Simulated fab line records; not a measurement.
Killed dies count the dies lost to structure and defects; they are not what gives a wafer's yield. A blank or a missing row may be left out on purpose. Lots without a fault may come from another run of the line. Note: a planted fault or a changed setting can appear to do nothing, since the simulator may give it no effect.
What tool caused it? + flow n5_finfet + 16 wafers from 6 lots sampled at 3 of the route's 1938 steps

WHAT EACH GAUGE READ, for each wafer
N5_HKMG_FIN_CD_MEAS_49 targets a cd of 202 nm.
| lot  | measured    | on        | cd_nm (nm)        |
|------|-------------|-----------|-------------------|
| L653 | day 4 23:25 | cd_sem-01 | 201.1 200.8       |
| L656 | day 5 21:46 | cd_sem-02 | 202.3 202.0       |
| L658 | day 6 06:58 | cd_sem-02 | 201.5 201.4 202.1 |
| L662 | day 7 06:36 | cd_sem-03 | 201.8 202.2 201.7 |
| L666 | day 8 04:44 | cd_sem-01 | 201.7 202.3 201.1 |
| L668 | day 8 16:24 | cd_sem-03 | 203.3 202.7 203.1 |

WHICH TOOL RAN EACH LOT (tool, then ch and the chambers of the sampled wafers, then the start)
| lot  | N5_HKMG_FIN_HK_ALD_01           | N5_HKMG_FIN_HK_ANNEAL_02        |
|------|---------------------------------|---------------------------------|
| L653 | ald_hk-02 ch 1,3, day 4 22:22   | rtp_anneal-02 ch 0, day 4 22:39 |
| L656 | ald_hk-03 ch 1,3, day 5 20:56   | rtp_anneal-02 ch 0, day 5 21:14 |
| L658 | ald_hk-02 ch 0,1,3, day 6 06:01 | rtp_anneal-02 ch 0, day 6 06:14 |
| L662 | ald_hk-01 ch 1,2,3, day 7 05:46 | rtp_anneal-01 ch 0, day 7 06:01 |
| L666 | ald_hk-02 ch 0,1,2, day 8 03:45 | rtp_anneal-02 ch 0, day 8 04:04 |
| L668 | ald_hk-01 ch 1,2, day 8 15:35   | rtp_anneal-02 ch 0, day 8 15:46 |
- N5_HKMG_FIN_HK_ALD_01: deposits HfO2, target thk 1.6 nm, pulse time 3 s, purge time 3 s.
- N5_HKMG_FIN_HK_ANNEAL_02: time 30 s.

THE ANSWER, worked out from the rows above alone
Rule: the usual values come from the lots themselves. Put in order of their means at a reading, lots are off if they are a third of the lots or fewer, leave a main group of 4 or more, and stand apart from it by a gap of 3 or more times the standard deviation of the main group's means; of several such gaps the widest counts. The tables above print the reading to a certain number of digits; a main group whose means all agree to those digits is not used. Also off: a lot with no number at a reading for which 4 or more lots have one. All remaining lots with rows at the step are treated as sound.
Nothing can be told from this: no lot is off at any reading shown.

WHAT THE SIMULATOR HAD INSERTED
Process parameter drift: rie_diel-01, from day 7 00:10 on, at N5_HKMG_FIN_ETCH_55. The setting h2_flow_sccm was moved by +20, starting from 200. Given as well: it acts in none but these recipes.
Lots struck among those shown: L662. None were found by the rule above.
